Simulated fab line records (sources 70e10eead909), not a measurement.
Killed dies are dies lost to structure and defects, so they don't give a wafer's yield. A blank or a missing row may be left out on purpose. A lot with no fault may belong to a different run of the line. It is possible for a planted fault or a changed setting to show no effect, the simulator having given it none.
Matching of chambers / flow nand_harc / rie_diel-08 running NHARC_P_ZERO_WELL_DESCUM_39: 4 sister chambers
The step chemistry O2, time 3 s. 18 wafers are shown with their chamber, then 9 later ones without.

EACH WAFER AND ITS CHAMBER
wafer=L080.3; chamber=2; drypump_motor_current_A (A)=5.6; oes_product_au (a.u.)=1.012; showerhead_plenum_p_Torr (Torr)=1.93
wafer=L080.4; chamber=1; drypump_motor_current_A (A)=5.6; oes_product_au (a.u.)=1.002; showerhead_plenum_p_Torr (Torr)=1.78
wafer=L080.5; chamber=1; drypump_motor_current_A (A)=5.6; oes_product_au (a.u.)=1.012; showerhead_plenum_p_Torr (Torr)=1.78
wafer=L081.2; chamber=2; drypump_motor_current_A (A)=5.6; oes_product_au (a.u.)=1.003; showerhead_plenum_p_Torr (Torr)=1.93
wafer=L081.3; chamber=0; drypump_motor_current_A (A)=5.5; oes_product_au (a.u.)=1.013; showerhead_plenum_p_Torr (Torr)=1.87
wafer=L081.5; chamber=3; drypump_motor_current_A (A)=4.8; oes_product_au (a.u.)=1.024; showerhead_plenum_p_Torr (Torr)=1.93
wafer=L082.2; chamber=1; drypump_motor_current_A (A)=5.6; oes_product_au (a.u.)=1.013; showerhead_plenum_p_Torr (Torr)=1.78
wafer=L082.4; chamber=0; drypump_motor_current_A (A)=5.6; oes_product_au (a.u.)=1.005; showerhead_plenum_p_Torr (Torr)=1.87
wafer=L082.5; chamber=1; drypump_motor_current_A (A)=5.6; oes_product_au (a.u.)=1.003; showerhead_plenum_p_Torr (Torr)=1.78
wafer=L084.1; chamber=3; drypump_motor_current_A (A)=4.8; oes_product_au (a.u.)=1.023; showerhead_plenum_p_Torr (Torr)=1.93
wafer=L084.3; chamber=2; drypump_motor_current_A (A)=5.6; oes_product_au (a.u.)=1.008; showerhead_plenum_p_Torr (Torr)=1.93
wafer=L084.6; chamber=0; drypump_motor_current_A (A)=5.6; oes_product_au (a.u.)=1.015; showerhead_plenum_p_Torr (Torr)=1.87
wafer=L087.1; chamber=2; drypump_motor_current_A (A)=5.6; oes_product_au (a.u.)=1.013; showerhead_plenum_p_Torr (Torr)=1.92
wafer=L087.3; chamber=1; drypump_motor_current_A (A)=5.6; oes_product_au (a.u.)=0.994; showerhead_plenum_p_Torr (Torr)=1.78
wafer=L087.4; chamber=3; drypump_motor_current_A (A)=4.8; oes_product_au (a.u.)=1.019; showerhead_plenum_p_Torr (Torr)=1.92
wafer=L093.1; chamber=0; drypump_motor_current_A (A)=5.6; oes_product_au (a.u.)=0.999; showerhead_plenum_p_Torr (Torr)=1.86
wafer=L093.3; chamber=1; drypump_motor_current_A (A)=5.6; oes_product_au (a.u.)=1.008; showerhead_plenum_p_Torr (Torr)=2.07
wafer=L093.5; chamber=0; drypump_motor_current_A (A)=5.6; oes_product_au (a.u.)=1.010; showerhead_plenum_p_Torr (Torr)=1.86

SIGNATURES (means of the wafers above)
reading=drypump_motor_current_A; chamber 0=5.580; chamber 1=5.600; chamber 2=5.600; chamber 3=4.800; scatter within a chamber=0.0239
reading=oes_product_au; chamber 0=1.00840; chamber 1=1.00533; chamber 2=1.00900; chamber 3=1.02200; scatter within a chamber=0.00597
reading=showerhead_plenum_p_Torr; chamber 0=1.8660; chamber 1=1.8283; chamber 2=1.9275; chamber 3=1.9267; scatter within a chamber=0.0709
Rule: for each reading, subtract the chamber's mean from the wafer's reading, divide by that reading's scatter and square the result; add these up over the readings and take the root, which gives the wafer's distance from the chamber. If the next closest chamber is less than 2 further off than the closest, the wafer can't be placed; otherwise it belongs to the closest. The scatter: the root of (the sum of the squares of (reading less its chamber's mean) over the shown wafers, divided by (wafers less chambers)).

WAFERS WITH NO CHAMBER GIVEN
wafer=L094.2; drypump_motor_current_A (A)=5.6; oes_product_au (a.u.)=0.998; showerhead_plenum_p_Torr (Torr)=2.07
wafer=L094.4; drypump_motor_current_A (A)=5.5; oes_product_au (a.u.)=0.999; showerhead_plenum_p_Torr (Torr)=1.91
wafer=L094.6; drypump_motor_current_A (A)=4.9; oes_product_au (a.u.)=1.009; showerhead_plenum_p_Torr (Torr)=1.92
wafer=L095.2; drypump_motor_current_A (A)=4.9; oes_product_au (a.u.)=1.016; showerhead_plenum_p_Torr (Torr)=1.92
wafer=L095.4; drypump_motor_current_A (A)=5.6; oes_product_au (a.u.)=1.023; showerhead_plenum_p_Torr (Torr)=1.86
wafer=L095.5; drypump_motor_current_A (A)=4.8; oes_product_au (a.u.)=1.011; showerhead_plenum_p_Torr (Torr)=1.92
wafer=L096.4; drypump_motor_current_A (A)=4.9; oes_product_au (a.u.)=1.016; showerhead_plenum_p_Torr (Torr)=1.92
wafer=L096.5; drypump_motor_current_A (A)=5.6; oes_product_au (a.u.)=1.017; showerhead_plenum_p_Torr (Torr)=1.86
wafer=L096.6; drypump_motor_current_A (A)=5.6; oes_product_au (a.u.)=0.999; showerhead_plenum_p_Torr (Torr)=2.07

CHAMBER TAKEN BY EACH
wafer=L094.2; from the rows above=can't be placed: 2 or 0 or 1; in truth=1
wafer=L094.4; from the rows above=can't be placed: 0 or 1 or 2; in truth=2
wafer=L094.6; from the rows above=3; in truth=3
wafer=L095.2; from the rows above=3; in truth=3
wafer=L095.4; from the rows above=can't be placed: 2 or 0 or 1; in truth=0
wafer=L095.5; from the rows above=3; in truth=3
wafer=L096.4; from the rows above=3; in truth=3
wafer=L096.5; from the rows above=can't be placed: 2 or 0 or 1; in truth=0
wafer=L096.6; from the rows above=can't be placed: 2 or 0 or 1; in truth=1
Correctly placed: 4 of 9. Cannot be placed on the basis of these rows: 5; the candidates contain the true chamber in 5. Number placed wrongly: 0.
